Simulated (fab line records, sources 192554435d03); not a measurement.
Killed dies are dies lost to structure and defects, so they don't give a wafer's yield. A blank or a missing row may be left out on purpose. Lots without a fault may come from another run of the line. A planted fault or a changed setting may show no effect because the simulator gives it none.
fab line records | flow n5_finfet
record lots=9 wafers=27 last_day=18
route steps=1938 shown BEOL_M8@1334 PASSIVATION@1936
lots that met no fault: from a run of the same line without faults
start_h: hours from the record's first day to the start of the lot's first wafer shown | wait_h: hours since the lot's step before | " the same as in the row above | L1.1+2: a row that stands for several wafers | - no value, or no start given | * or withheld: withheld | < > ~ a bound
route shown NAME@n: a module of which the file shows steps, and the number in the route of the first | usual: mean/standard deviation of fault-free wafers | same: alike in all rows | chamber/n: place in a boat | sites: the reading at each site | _std_site: their standard deviation | _edge_site: outer sites' mean less inner sites' | radius_mm: how far each site lies from the wafer's centre | mask NAME#n: copy n | behind: the tool/chamber that last shaped the wafer | hold: why the lot was held/for how many hours/how that ended | device: the transistor (n, p or np) that didn't switch | end of line: the same wafers' tests at the end of the route | a step without rows: its recipe alone | killed: dies lost to structure and defects at the first sort, not the wafer's yield | map: a wafer's dies, x killed, . not, _ none there
set.NAME: the setting as run; set.NAME@STEP: as run at that earlier step | model.NAME: the simulator's own value behind a step, which no gauge read
steps of the route over a sample of lots; a table a step, a row a wafer
services: from which hour (start_h, from the record's first day; less than 0 if before it) a tool's chamber was out of use, for how many hours, and why
## steps
# step N5_BEOL_M8_THK_MEAS_01
# recipe reads=SiCOH_lowk_of_BEOL_M8_ILD_DEP_00
# usual M8_ILD_THK=154.9/1.8
# columns lot.wafer tool chamber start_h wait_h M8_ILD_THK[nm]
L319.1 film_metro-02 - 216.32 0.4 154.8
L319.3 " - " " 153.3
L319.5 " - " " 156.8
L318.3 film_metro-02 - 235.53 0.5 154.1
L318.5 " - " " 157.2
L318.6 " - " " 156.7
L320.1 film_metro-02 - 246.77 0.4 156.4
L320.5 " - " " 157.5
L320.6 " - " " 157.4
L324.1 film_metro-02 - 269.41 0.4 152.8
L324.2 " - " " 152.5
L324.5 " - " " 154.3
L328.2 film_metro-01 - 295.43 0.4 156.4
L328.5 " - " " 156.6
L328.6 " - " " 155.9
L332.1 film_metro-01 - 315.27 0.4 154.8
L332.4 " - " " 156.2
L332.6 " - " " 157.6
L336.1 film_metro-02 - 336.12 0.4 155.7
L336.4 " - " " 154.8
L336.6 " - " " 154.5
L339.1 film_metro-01 - 337.13 0.4 152.4
L339.3 " - " " 155.2
L339.5 " - " " 154.0
L340.2 film_metro-02 - 362.23 0.4 153.6
L340.4 " - " " 157.2
L340.6 " - " " 156.5
# step N5_BEOL_M8_STRIP_19
# recipe chemistry=O2 power_w=400 temp_c=40 pressure_mtorr=30 rf_frequency_hz=6e+07 bias_power_w=0 overash_fraction=0.2 o2_flow_sccm=225
# usual drypump_motor_current_A=5.7/0.36 o2_flow_sccm=224.9/0.62 oes_product_au=0.82/0.086 rf_vpp_V=3.7/0.63 showerhead_plenum_p_Torr=2.13/0.075 throttle_valve_pct=16.69/0.27
# columns lot.wafer tool chamber start_h wait_h drypump_motor_current_A o2_flow_sccm oes_product_au rf_hours_counter_h rf_vpp_V showerhead_plenum_p_Torr throttle_valve_pct
L319.1 rie_diel-01 2 219.43 0.1 5.9 223.8 0.72 200 2.7 2.17 16.90
L319.3 " 1 " " 5.5 224.7 0.80 122 2.6 2.11 16.37
L319.5 " 2 " " 5.9 224.6 0.72 - 4.2 2.17 16.91
L318.3 rie_diel-06 2 238.15 0.1 6.9 224.8 0.73 198 3.9 2.08 17.15
L318.5 " 2 " " 6.8 224.8 0.72 - 3.5 2.08 17.14
L318.6 " 3 " " 5.4 224.2 0.82 - 3.4 2.11 16.53
L320.1 rie_diel-01 3 249.17 0.2 6.1 225.3 0.88 29 3.3 2.04 16.19
L320.5 " 2 " " 5.8 223.6 0.72 - 3.7 2.17 16.95
L320.6 " 3 " " 6.1 224.3 0.88 - 4.6 2.04 16.19
L324.1 rie_diel-03 1 271.35 0.1 5.8 225.2 0.85 66 3.2 2.22 16.41
L324.2 " 2 " " 5.6 225.2 0.78 138 3.8 2.20 16.90
L324.5 " 1 " " 5.8 225.2 0.85 - 2.7 2.22 16.41
L328.2 rie_diel-03 2 297.16 0.1 5.7 225.9 0.76 148 2.8 2.19 16.92
L328.5 " 0 " " 6.0 225.1 0.98 - 3.6 2.16 16.65
L328.6 " 2 " " 5.6 224.4 0.77 - 3.6 2.19 16.90
L332.1 rie_diel-03 2 318.24 0.1 5.6 225.8 0.76 156 3.3 2.19 16.92
L332.4 " 0 " " 6.0 224.7 0.96 14 4.4 2.15 16.67
L332.6 " 0 " " 6.0 224.7 0.95 - 3.8 2.15 16.66
L336.1 rie_diel-06 1 337.07 0.1 5.8 224.7 0.77 133 4.0 2.01 16.99
L336.4 " 1 " " 5.8 225.1 0.77 - 3.8 2.01 16.96
L336.6 " 3 " " 5.4 224.7 0.79 - 5.3 2.10 16.62
L339.1 rie_diel-06 1 339.46 0.1 5.8 225.4 0.78 134 3.9 2.01 16.99
L339.3 " 0 " " 5.8 225.0 0.72 195 3.3 2.09 16.88
L339.5 " 1 " " 5.8 224.7 0.77 - 3.1 2.01 16.96
L340.2 rie_diel-06 0 364.01 0.1 5.8 224.9 0.71 204 3.8 2.09 16.90
L340.4 " 3 " " 5.4 225.2 0.77 153 3.1 2.10 16.63
L340.6 " 2 " " 6.8 224.1 0.69 - 4.0 2.06 17.23
# step N5_BEOL_M8_INSPECT_30
# recipe mode=adi inspect_instrument=brightfield
# usual raw_defect_count=419/93
# columns lot.wafer tool chamber start_h wait_h raw_defect_count
L319.1 defect_inspect-01 - 220.73 0.1 406
L319.3 " - " " 446
L319.5 " - " " 386
L318.3 defect_inspect-01 - 238.74 0.0 265
L318.5 " - " " 262
L318.6 " - " " 329
L320.1 defect_inspect-01 - 249.86 0.1 531
L320.5 " - " " 290
L320.6 " - " " 454
L324.1 defect_inspect-02 - 271.88 0.1 425
L324.2 " - " " 421
L324.5 " - " " 343
L328.2 defect_inspect-01 - 298.60 0.0 384
L328.5 " - " " 317
L328.6 " - " " 449
L332.1 defect_inspect-01 - 319.49 0.1 428
L332.4 " - " " 1881
L332.6 " - " " 1728
L336.1 defect_inspect-02 - 338.07 0.1 357
L336.4 " - " " 457
L336.6 " - " " 304
L339.1 defect_inspect-02 - 343.80 0.1 463
L339.3 " - " " 421
L339.5 " - " " 513
L340.2 defect_inspect-01 - 364.61 0.0 453
L340.4 " - " " 344
L340.6 " - " " 402
# step N5_BEOL_M8_STRIP_36
# recipe chemistry=N2/H2 power_w=450 temp_c=40 pressure_mtorr=20 rf_frequency_hz=6e+07 overash_fraction=0.3 bias_power_w=7 h2_frac=0.5 n2_flow_sccm=200 h2_flow_sccm=200
# usual drypump_motor_current_A=5.8/0.43 n2_flow_sccm=200.0/0.54 oes_product_au=0.78/0.072 rf_vpp_V=59.2/1.4 showerhead_plenum_p_Torr=2.54/0.086 throttle_valve_pct=23.7/0.35
# columns lot.wafer tool chamber start_h wait_h drypump_motor_current_A n2_flow_sccm oes_product_au rf_hours_counter_h rf_vpp_V showerhead_plenum_p_Torr throttle_valve_pct
L319.1 rie_diel-03 2 220.99 0.0 5.6 199.5 0.79 120 58.0 2.66 23.6
L319.3 " 0 " " 6.0 200.6 0.71 236 61.3 2.61 24.1
L319.5 " 1 " " 5.8 200.3 0.89 - 60.8 2.68 23.2
L318.3 rie_diel-06 2 239.21 0.0 6.8 199.9 0.73 199 57.0 2.51 23.8
L318.5 " 3 " " 5.4 200.1 0.81 - 60.5 2.56 23.5
L318.6 " 2 " " 6.8 200.7 0.73 - 59.6 2.51 23.8
L320.1 rie_diel-06 0 250.13 0.0 5.8 199.1 0.74 161 58.9 2.54 23.6
L320.5 " 0 " " 5.8 199.8 0.74 - 58.6 2.54 23.6
L320.6 " 1 " " 5.8 200.3 0.80 - 59.2 2.45 24.1
L324.1 rie_diel-03 3 272.81 0.0 5.1 200.0 0.69 250 59.1 2.39 23.8
L324.2 " 2 " " 5.6 200.8 0.78 139 60.8 2.65 23.6
L324.5 " 1 " " 5.8 198.8 0.84 - 56.2 2.67 23.2
L328.2 rie_diel-06 1 298.87 0.0 5.8 200.2 0.79 117 60.3 2.44 24.1
L328.5 " 0 " " 5.8 199.5 0.72 - 58.2 2.53 23.7
L328.6 " 3 " " 5.4 200.5 0.79 - 58.9 2.55 23.5
L332.1 rie_diel-01 2 319.77 0.0 5.9 199.2 0.70 235 58.9 2.62 24.2
L332.4 " 0 " " 5.5 198.8 0.82 81 59.5 2.47 24.3
L332.6 " 2 " " 5.9 199.9 0.71 - 60.7 2.62 24.2
L336.1 rie_diel-01 2 338.55 0.0 5.9 200.6 0.69 242 59.5 2.62 24.2
L336.4 " 0 " " 5.5 200.4 0.81 88 58.8 2.47 24.3
L336.6 " 0 " " 5.5 199.6 0.81 - 59.1 2.47 24.3
L339.1 rie_diel-06 2 344.07 0.0 6.8 198.2 0.69 238 59.2 2.49 23.8
L339.3 " 1 " " 5.8 199.2 0.78 135 61.1 2.44 24.1
L339.5 " 0 " " 5.8 198.8 0.71 - 59.3 2.52 23.7
L340.2 rie_diel-01 1 364.87 0.0 5.5 199.6 0.74 173 57.6 2.53 23.3
L340.4 " 0 " " 5.5 199.9 0.80 - 60.0 2.46 24.3
L340.6 " 1 " " 5.5 200.1 0.76 - 58.8 2.53 23.3
# step N5_BEOL_M8_ETCH_41
# recipe chemistry=CH3F/O2 target=SiCN target_depth_a=319 taper_deg=2 time_s=57.8 ion_energy_ev=120 mask_material=TiN pressure_mtorr=30 source_w=395 bias_w=75 Ar_flow_sccm=150 CH3F_flow_sccm=30 O2_flow_sccm=20
# usual drypump_motor_current_A=5.8/0.43 oes_product_au=0.78/0.07 rf_vpp_V=297.4/1.5 showerhead_plenum_p_Torr=2.01/0.067 throttle_valve_pct=16.41/0.28
# columns lot.wafer tool chamber start_h wait_h drypump_motor_current_A oes_product_au rf_hours_counter_h rf_vpp_V showerhead_plenum_p_Torr throttle_valve_pct
L319.1 rie_diel-03 2 - - 5.6 0.79 120 298.0 2.09 16.46
L319.3 " 0 " " 6.0 0.70 236 299.5 2.06 16.68
L319.5 " 1 " " 5.8 0.87 - 299.9 2.12 16.02
L318.3 rie_diel-06 2 - - 6.8 0.73 199 297.2 1.99 16.86
L318.5 " 3 " " 5.4 0.82 - 297.9 2.02 16.18
L318.6 " 2 " " 6.8 0.72 - 298.3 1.99 16.85
L320.1 rie_diel-06 0 - - 5.8 0.74 161 296.1 2.00 16.44
L320.5 " 0 " " 5.8 0.75 - 296.0 2.00 16.43
L320.6 " 1 " " 5.8 0.81 - 296.0 1.93 16.57
L324.1 rie_diel-03 3 - - 5.1 0.68 250 294.3 1.89 16.61
L324.2 " 2 " " 5.7 0.77 139 298.9 2.09 16.50
L324.5 " 1 " " 5.8 0.84 - 298.2 2.12 16.07
L328.2 rie_diel-06 1 - - 5.7 0.79 117 296.5 1.93 16.59
L328.5 " 0 " " 5.8 0.73 - 295.7 1.99 16.47
L328.6 " 3 " " 5.4 0.80 - 298.1 2.01 16.21
L332.1 rie_diel-01 2 - - 5.9 0.70 235 297.7 2.06 16.60
L332.4 " 0 " " 5.5 0.82 81 294.6 1.95 16.65
L332.6 " 2 " " 5.9 0.70 - 299.2 2.06 16.58
L336.1 rie_diel-01 2 - - 5.8 0.68 242 298.9 2.05 16.61
L336.4 " 0 " " 5.5 0.81 88 295.9 1.94 16.65
L336.6 " 0 " " 5.4 0.81 - 296.3 1.94 16.66
L339.1 rie_diel-06 2 - - 6.8 0.68 238 296.6 1.98 16.91
L339.3 " 1 " " 5.8 0.76 135 296.2 1.92 16.66
L339.5 " 0 " " 5.8 0.72 - 297.6 1.99 16.49
L340.2 rie_diel-01 1 - - 5.5 0.76 173 297.0 1.99 16.09
L340.4 " 0 " " 5.5 0.80 - 295.8 1.94 16.68
L340.6 " 1 " " 5.5 0.75 - 297.6 1.99 16.09
# step N5_PASSIVATION_PROBE_49
# usual defect_limited_yield=91.1/1.4 killed_at_M0_to_M3=33/10 killed_at_M4_up=15/5.8 killed_at_contacts=13/5.9 killed_at_front_end=39/11 killed_at_other=4/3.6 killed_dies=105/16 killed_on_rim=13/3.7 killed_open=68/11 killed_short=34/7.8 sort_bin_5_function=5.2/0.88 sort_bin_6_memory=3.3/0.61 sort_n_pass=1075/16 sort_yield_pct=91.1/1.4
# same gross_dies=1180 killed_at_back_side=0 sort_bin_4_leakage[%]=0 sort_bin_8_speed[%]=0
# columns lot.wafer tool chamber start_h wait_h defect_limited_yield[%] killed_at_M0_to_M3 killed_at_M4_up killed_at_contacts killed_at_front_end killed_at_other killed_dies killed_on_rim killed_open killed_short sort_bin_5_function[%] sort_bin_6_memory[%] sort_n_pass sort_yield_pct[%]
L332.1 prober-02 - 385.70 0.0 91.3 37 12 15 37 2 103 12 71 31 4.7 3.7 1077 91.3
L332.4 prober-02 - 385.85 0.2 80.7 24 135 14 55 0 228 37 81 26 11.2 4.5 952 80.7
L332.6 prober-02 - 385.95 0.3 82.9 24 128 13 37 0 202 28 51 29 10.5 3.5 978 82.9
# killed by level:class
L332.1 MOL_CONTACT_COAG:geometric_particle:open=11 BEOL_M2:geometric_particle:open=10 GATE_CUT:geometric_particle:short=7 BEOL_M1:geometric_particle:open=6 BEOL_M3:geometric_particle:open=6 BEOL_M4:geometric_particle:open=6 FIN_SAQP:geometric_particle:short=5 BEOL_M0_SAQP:geometric_particle:open=5
L332.4 BEOL_M8:unspecified=117 STI_FIN_REVEAL:geometric_particle:open=19 MOL_CONTACT_COAG:geometric_particle:open=12 BEOL_M1:geometric_particle:open=8 GATE_CUT:geometric_particle:short=7 DUMMY_GATE:geometric_particle:open=6 STI_FIN_REVEAL:geometric_particle:short=4 BEOL_M0_SAQP:geometric_particle:open=4
L332.6 BEOL_M8:unspecified=119 MOL_CONTACT_COAG:geometric_particle:open=12 BEOL_M3:geometric_particle:open=8 STI_FIN_REVEAL:geometric_particle:open=7 GATE_CUT:geometric_particle:short=7 BEOL_M1:geometric_particle:open=4 STARTING-WAFER:geometric_particle:short=4 STARTING-WAFER:geometric_particle:open=4
## services
# columns tool chamber start_h hours kind
rie_diel-01 1 247.05 2.6 repair
rie_diel-03 3 247.54 9.3 repair
rie_diel-03 0 259.40 - clean
rie_diel-03 0 259.40 - consumable_replace:focus_ring
rie_diel-03 0 259.40 20.5 scheduled_down
rie_diel-03 0 259.40 20.5 vent_cycle
rie_diel-03 - 267.25 1.6 repair
rie_diel-03 3 279.88 - clean
rie_diel-03 3 279.88 - consumable_replace:focus_ring
rie_diel-03 3 279.88 - consumable_replace:showerhead
rie_diel-03 3 279.88 20.9 scheduled_down
rie_diel-03 3 279.88 20.9 vent_cycle
rie_diel-03 2 330.71 4.4 repair
rie_diel-01 2 357.51 - clean
rie_diel-01 2 357.51 - consumable_replace:focus_ring
rie_diel-01 2 357.51 16.1 scheduled_down
rie_diel-01 2 357.51 16.1 vent_cycle
## key
first_sign step=N5_BEOL_M8_INSPECT_30 reading=raw_defect_count direction=up sigmas=15 usual=419 struck=1804
effect step=N5_PASSIVATION_PROBE_49 reading=killed_at_M4_up direction=up sigmas=20 usual=15 struck=132
more_kills_born_at N5_BEOL_M8_STRIP_19@rie_diel-03=236
met_at N5_BEOL_M8_STRIP_19
struck_lots L332
struck_wafers L332.4,L332.6
not_acting_at N5_BEOL_M8_THK_MEAS_01,N5_BEOL_M8_STRIP_36,N5_BEOL_M8_ETCH_41
onset_between 297.16 318.24
fault kind=chamber_particle_source tool=rie_diel-03 chamber=0 onset_h=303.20 steps=N5_BEOL_M8_STRIP_19 rate_per_visit_cm2=1.9377 end_h=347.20
